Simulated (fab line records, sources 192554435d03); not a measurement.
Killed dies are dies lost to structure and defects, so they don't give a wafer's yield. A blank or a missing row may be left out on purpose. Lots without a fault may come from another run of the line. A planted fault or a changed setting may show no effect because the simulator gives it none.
Which tool did it? | flow n5_finfet | 10 lots, 28 wafers sampled, at 3 steps of a route of 1938

WHAT THE GAUGES READ, wafer by wafer
N5_BEOL_M3_OCD_MEAS_38.
lot  | measured     | on     | trench_depth_nm (nm)
L109 | day 7 05:01  | ocd-02 | 55.7 53.5 55.5
L114 | day 8 20:40  | ocd-02 | 53.9 55.8 55.3
L116 | day 9 05:48  | ocd-02 | 54.6 56.0 55.0
L117 | day 9 11:48  | ocd-01 | 55.7 56.6 55.4
L122 | day 10 19:42 | ocd-02 | 57.0 56.0 55.8
L123 | day 10 19:49 | ocd-01 | 55.4 52.7
L126 | day 11 17:52 | ocd-01 | 53.5 57.3 54.9
L130 | day 13 07:34 | ocd-02 | 55.1 56.6
L132 | day 13 10:43 | ocd-02 | 56.8 56.0 56.2
L131 | day 13 07:58 | ocd-02 | 55.4 54.0 54.1

WHICH TOOL RAN EACH LOT (tool, then ch and the chambers of the sampled wafers, then the start)
lot  | N5_BEOL_M3_ETCH_69                 | N5_BEOL_M3_VIA_ETCH_34
L109 | rie_diel-01 ch 0,1,3, day 7 02:02  | rie_diel-06 ch 0,1,2, day 7 04:46
L114 | rie_diel-06 ch 1,2,3, day 8 13:53  | rie_diel-02 ch 0,2, day 8 20:24
L116 | rie_diel-06 ch 1,2,3, day 9 03:32  | rie_diel-06 ch 1,3, day 9 05:32
L117 | rie_diel-01 ch 0,1,2, day 9 11:04  | rie_diel-01 ch 0,1,2, day 9 11:33
L122 | rie_diel-01 ch 1,2,3, day 10 15:13 | rie_diel-06 ch 1,2,3, day 10 19:26
L123 | rie_diel-01 ch 0,3, day 10 15:29   | rie_diel-02 ch 2,3, day 10 19:34
L126 | rie_diel-02 ch 1,2,3, day 11 08:46 | rie_diel-02 ch 0,1,2, day 11 17:37
L130 | rie_diel-02 ch 0,2, day 12 20:05   | rie_diel-06 ch 2,3, day 13 07:19
L132 | rie_diel-02 ch 0,2, day 12 23:54   | rie_diel-06 ch 0,1,3, day 13 10:28
L131 | rie_diel-02 ch 0,1,3, day 13 02:05 | rie_diel-01 ch 1,2,3, day 13 07:43
- N5_BEOL_M3_ETCH_69: etches SiARC in CF4, target depth 15.6 nm, time 26 s.
- N5_BEOL_M3_VIA_ETCH_34: etches the open film in C4F6/O2, target depth 69.4 nm, time 65.9 s.

THE ANSWER, worked out from the rows above alone
Rule: what is usual is taken from the lots themselves. Put in order of their means at a reading, lots are off if they are a third of the lots or fewer, leave a main group of 4 or more, and stand apart from it by a gap of 3 or more times the standard deviation of the main group's means; of several such gaps the widest counts. A main group whose means are all the same, to the digits that the tables above print for the reading, isn't used. A lot without any number at a reading at which 4 lots or more have one is off too. The other lots that the step has rows for count as sound.
No lot is off at any reading shown: from this, nothing can be told.

WHAT THE SIMULATOR HAD PUT IN
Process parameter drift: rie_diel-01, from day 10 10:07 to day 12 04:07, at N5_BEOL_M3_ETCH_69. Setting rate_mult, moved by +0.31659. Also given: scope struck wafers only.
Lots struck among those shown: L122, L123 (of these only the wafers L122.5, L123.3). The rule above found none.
